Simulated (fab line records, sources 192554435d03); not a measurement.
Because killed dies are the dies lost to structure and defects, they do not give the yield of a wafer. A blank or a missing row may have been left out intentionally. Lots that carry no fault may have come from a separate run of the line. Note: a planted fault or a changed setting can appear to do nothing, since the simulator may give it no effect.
Split-lot study / flow n5Finfet / 21 wafers read across 7 lots, on a route 1938 steps long

SPLIT DETAILS
At N5_HKMG_FIN_ETCH_32 (etches SOC in N2/H2, target depth 240 nm, time 300 s), the setting sourceW was moved away from the recipe's 840 W on 7 of the 21 wafers read, by -16.8% to +12.8%. This setting was run at the recipe's value on the other wafers.

The reading is taken at the split's own step.

THE READING
rfVppV, in V, at N5_HKMG_FIN_ETCH_32 (etches SOC in N2/H2, target depth 240 nm, time 300 s). On this fab line, fault-free wafers typically give 524.1 V with a standard deviation of 2 V.

wafer=L074.2; tool, chamber at the split=rieDiel-01, 0; sourceW as run, W=699; against the recipe=-16.8%; rfVppV, V=553.3; against lot-mates on the recipe=+31.6
wafer=L074.4; tool, chamber at the split=rieDiel-01, 2; sourceW as run, W=840; against the recipe=recipe; rfVppV, V=522.0; against lot-mates on the recipe=-
wafer=L074.6; tool, chamber at the split=rieDiel-01, 2; sourceW as run, W=840; against the recipe=recipe; rfVppV, V=521.4; against lot-mates on the recipe=-
wafer=L084.3; tool, chamber at the split=rieDiel-02, 2; sourceW as run, W=840; against the recipe=recipe; rfVppV, V=527.0; against lot-mates on the recipe=-
wafer=L084.4; tool, chamber at the split=rieDiel-02, 0; sourceW as run, W=840; against the recipe=recipe; rfVppV, V=525.0; against lot-mates on the recipe=-
wafer=L084.5; tool, chamber at the split=rieDiel-02, 0; sourceW as run, W=840; against the recipe=recipe; rfVppV, V=527.4; against lot-mates on the recipe=-
wafer=L085.1; tool, chamber at the split=rieDiel-02, 0; sourceW as run, W=915; against the recipe=+8.9%; rfVppV, V=511.0; against lot-mates on the recipe=-13.3
wafer=L085.3; tool, chamber at the split=rieDiel-02, 3; sourceW as run, W=915; against the recipe=+8.9%; rfVppV, V=509.7; against lot-mates on the recipe=-14.6
wafer=L085.4; tool, chamber at the split=rieDiel-02, 2; sourceW as run, W=840; against the recipe=recipe; rfVppV, V=524.3; against lot-mates on the recipe=-
wafer=L086.2; tool, chamber at the split=rieDiel-04, 2; sourceW as run, W=947.6; against the recipe=+12.8%; rfVppV, V=504.9; against lot-mates on the recipe=-18.9
wafer=L086.5; tool, chamber at the split=rieDiel-04, 2; sourceW as run, W=947.6; against the recipe=+12.8%; rfVppV, V=502.9; against lot-mates on the recipe=-20.9
wafer=L086.6; tool, chamber at the split=rieDiel-04, 0; sourceW as run, W=840; against the recipe=recipe; rfVppV, V=523.8; against lot-mates on the recipe=-
wafer=L089.2; tool, chamber at the split=rieDiel-02, 3; sourceW as run, W=840; against the recipe=recipe; rfVppV, V=521.9; against lot-mates on the recipe=-
wafer=L089.5; tool, chamber at the split=rieDiel-02, 1; sourceW as run, W=840; against the recipe=recipe; rfVppV, V=524.2; against lot-mates on the recipe=-
wafer=L089.6; tool, chamber at the split=rieDiel-02, 0; sourceW as run, W=780.5; against the recipe=-7.1%; rfVppV, V=538.7; against lot-mates on the recipe=+15.7
wafer=L090.1; tool, chamber at the split=rieDiel-01, 0; sourceW as run, W=840; against the recipe=recipe; rfVppV, V=520.3; against lot-mates on the recipe=-
wafer=L090.2; tool, chamber at the split=rieDiel-01, 3; sourceW as run, W=840; against the recipe=recipe; rfVppV, V=525.5; against lot-mates on the recipe=-
wafer=L090.6; tool, chamber at the split=rieDiel-01, 3; sourceW as run, W=751.8; against the recipe=-10.5%; rfVppV, V=546.2; against lot-mates on the recipe=+23.3
wafer=L093.1; tool, chamber at the split=rieDiel-01, 2; sourceW as run, W=840; against the recipe=recipe; rfVppV, V=521.0; against lot-mates on the recipe=-
wafer=L093.2; tool, chamber at the split=rieDiel-01, 1; sourceW as run, W=840; against the recipe=recipe; rfVppV, V=524.9; against lot-mates on the recipe=-
wafer=L093.5; tool, chamber at the split=rieDiel-01, 2; sourceW as run, W=840; against the recipe=recipe; rfVppV, V=521.7; against lot-mates on the recipe=-

THE FIT
A straight line over all 21 wafers: rfVppV changes by -1.71 V for each +1% of sourceW; r = -0.98; the points scatter about the line by 2.3 V.
The same after taking each lot's own level away (the mean of its wafers on the recipe; 21 wafers): -1.78 V for each +1%; r = -0.99; scatter 1.9 V.
Per that fit: largest sourceW move, reading shift of 30 V.
The span of the lots' own levels, 521.70 to 526.47 V, comes to 2.4 times the standard deviation stated above.
Hence the lot-to-lot level has little effect on the slope; both slopes agree.
Check: for one of the wafers moved furthest among these (-16.8%), held out of the fit, the line's prediction against its lot-mates is +30.3 V. It came out at +31.6 V against them.
Tool readings at the split's step, against how far the setting was moved: rfVppV r = -0.98.

THE WHOLE CHAIN: every reading that the file lists as answering this split, in the file's order
step=N5_HKMG_FIN_ETCH_32; what it does=etches SOC in N2/H2, target depth 240 nm, time 300 s; reading=rfVppV; change (the file's fit)=-1.85 V for each +1% of the setting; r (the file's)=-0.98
step=N5_HKMG_FIN_ETCH_32; what it does=etches SOC in N2/H2, target depth 240 nm, time 300 s; reading=etch.depthNm (the simulator's own value, which no gauge read); change (the file's fit)=+1.85 nm for each +1% of the setting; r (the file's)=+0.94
step=N5_HKMG_FIN_ETCH_32; what it does=etches SOC in N2/H2, target depth 240 nm, time 300 s; reading=HKMG_FIN.featureDepthNm (the simulator's own value, which no gauge read); change (the file's fit)=+1.84 nm for each +1% of the setting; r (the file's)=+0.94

THE FILE'S OWN FIT
rfVppV changes by -1.85 V for each +1% of sourceW, r = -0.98.
